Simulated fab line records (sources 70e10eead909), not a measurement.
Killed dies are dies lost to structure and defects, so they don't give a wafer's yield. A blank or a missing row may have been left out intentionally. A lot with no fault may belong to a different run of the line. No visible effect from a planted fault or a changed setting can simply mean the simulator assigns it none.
Comparing a struck lot with a sound one || flow nandHarc || 43 out of 1159 route steps
Sound: the wafers L185.2, L185.4, L185.6. Struck: wafers L192.3, L192.4, L192.6. Last of all comes the cause.
Each step with rows lists, per side, the tool, then ch with its chambers, then its first start. Under that, the readings that differ: sound wafers || struck wafers || difference of the means || sigmas: that difference in standard deviations of wafers without a fault.
alike: same words and numbers on both sides, and readings whose means sit less than 2 such deviations apart. not compared: any withheld reading, any reading some wafer has no value for, any bound like >300 that may hide the same value, and any number with overlapping values for which the record gives no deviation.
The two part at a step that has a row with sigmas, a row that says differs or no value, or rows on one side only. Numbers that have no deviation but don't overlap get no sigmas and don't part them. A reading that every wafer of one side lacks parts them only if that side has two wafers or more.

NHARC_P_GATE_CD_MEAS_46: the cd target is 720 nm.
  sound on cdSem-02 ch 0, day 6 02:07; struck on cdSem-01 ch 0, day 7 16:44
  alike: cdNm
then, 3 steps without rows for these wafers: NHARC_P_GATE_HARDBAKE_47 (time 80 s); NHARC_P_GATE_DESCUM_48 (chemistry O2, time 3 s); NHARC_P_GATE_IMPLANT_49.
NHARC_P_GATE_STRIP_111: strips in N2/H2, time 250 s.
  sound on plasmaAsher-02 ch 0,1, day 6 02:40; struck on plasmaAsher-02 ch 0,1, day 7 17:22
  alike: drypumpMotorCurrentA, heaterPowerW
  not compared: rfHoursCounterH
then, 7 steps without rows for these wafers: NHARC_P_GATE_STRIP_75 (strips in O2); NHARC_P_GATE_STRIP_50 (strips in SPM, time 900 s); NHARC_P_GATE_DEHYDRATE_51 (time 120 s); NHARC_P_GATE_HMDS_52 (time 30 s); NHARC_P_GATE_COAT_53; NHARC_P_GATE_SOFTBAKE_54 (time 95 s); NHARC_P_GATE_EBR_55.
NHARC_P_GATE_EXPOSE_56: exposes mask P PSD, target cd 720 nm.
  sound on krfScanner-02 ch 0, day 6 03:44; struck on krfScanner-01 ch 0, day 7 18:21
{"reading": "model.P_GATE.overlayXNm (nm)", "sound": "3.176 3.176 3.176", "struck": "99.33 99.33 99.33", "difference": "+96.15", "sigmas": ""}
  alike: mask
then, 2 steps without rows for these wafers: NHARC_P_GATE_PEB_57 (peb time 85 s); NHARC_P_GATE_DEVELOP_58 (time 70 s).
NHARC_P_GATE_CD_MEAS_59: the cd target is 720 nm.
  sound on cdSem-03 ch 0, day 6 03:53; struck on cdSem-01 ch 0, day 7 18:30
  alike: cdNm
then, 1 step without rows for these wafers: NHARC_P_GATE_HARDBAKE_60 (time 80 s).
NHARC_P_GATE_DESCUM_61: chemistry O2, time 3 s.
  sound on rieDiel-01 ch 0,1,3, day 6 04:04; struck on rieDiel-01 ch 0,1,3, day 7 18:40
  alike: drypumpMotorCurrentA, oesProductAu, rfVppV, showerheadPlenumPTorr, throttleValvePct
  not compared: rfHoursCounterH
after that, 1 step had no rows for these wafers: NHARC_P_GATE_IMPLANT_62.
NHARC_P_GATE_STRIP_112: strips in N2/H2, time 200 s.
  sound on plasmaAsher-02 ch 1, day 6 04:27; struck on plasmaAsher-02 ch 0,1, day 7 20:11
  alike: drypumpMotorCurrentA, heaterPowerW
  not compared: rfHoursCounterH
then, 10 steps without rows for these wafers: NHARC_P_GATE_STRIP_76 (strips in O2); NHARC_P_GATE_STRIP_63 (strips in SPM, time 900 s); NHARC_P_GATE_DEHYDRATE_83 (time 120 s); NHARC_P_GATE_HMDS_84 (time 30 s); NHARC_P_GATE_COAT_85; NHARC_P_GATE_SOFTBAKE_86 (time 95 s); NHARC_P_GATE_EBR_87; NHARC_P_GATE_EXPOSE_88 (exposes mask P HVN, target cd 2000 nm); NHARC_P_GATE_PEB_89 (peb time 85 s); NHARC_P_GATE_DEVELOP_90 (time 70 s).
NHARC_P_GATE_CD_MEAS_91: the cd target is 2000 nm.
  sound on cdSem-01 ch 0, day 6 05:38; struck on cdSem-02 ch 0, day 7 21:10
  alike: cdNm
then, 3 steps without rows for these wafers: NHARC_P_GATE_HARDBAKE_92 (time 80 s); NHARC_P_GATE_DESCUM_93 (chemistry O2, time 3 s); NHARC_P_GATE_IMPLANT_94.
NHARC_P_GATE_STRIP_113: strips in N2/H2, time 740 s.
  sound on plasmaAsher-01 ch 0,1, day 6 06:18; struck on plasmaAsher-02 ch 0,1, day 7 22:13
  alike: drypumpMotorCurrentA, heaterPowerW
  not compared: rfHoursCounterH
then, 4 steps without rows for these wafers: NHARC_P_GATE_STRIP_95 (strips in O2); NHARC_P_GATE_STRIP_96 (strips in SPM, time 900 s); NHARC_P_GATE_RTA_64 (time 1 s); NHARC_P_GATE_ETCH_77 (etches SiO2 in dHF, target depth 6 nm).
NHARC_P_GATE_DEGAS_109: time 60 s.
  sound on pvdSputter-02 at day 6 07:46; struck on pvdSputter-03 at day 7 23:34
  alike: heaterPowerW
then, 2 steps without rows for these wafers: NHARC_P_GATE_PRE_CLEAN_110 (time 30 s); NHARC_P_GATE_SPUTTER_78 (material Ni, target thk 10 nm).
-- record jumps: 14 days between struck wafers' starts before vs after; left off in module P_GATE, resumes in module END, first step shown is number 1159 of the route --
NHARC_END_SORT_01:
  at this point the record logs the struck wafers (prober-02 ch 0, day 21 19:43) and has no rows for the sound ones

## WHERE THEY PART
At NHARC_END_SORT_01 and nowhere else, as far as this record goes.

WHY: what the simulator had put in
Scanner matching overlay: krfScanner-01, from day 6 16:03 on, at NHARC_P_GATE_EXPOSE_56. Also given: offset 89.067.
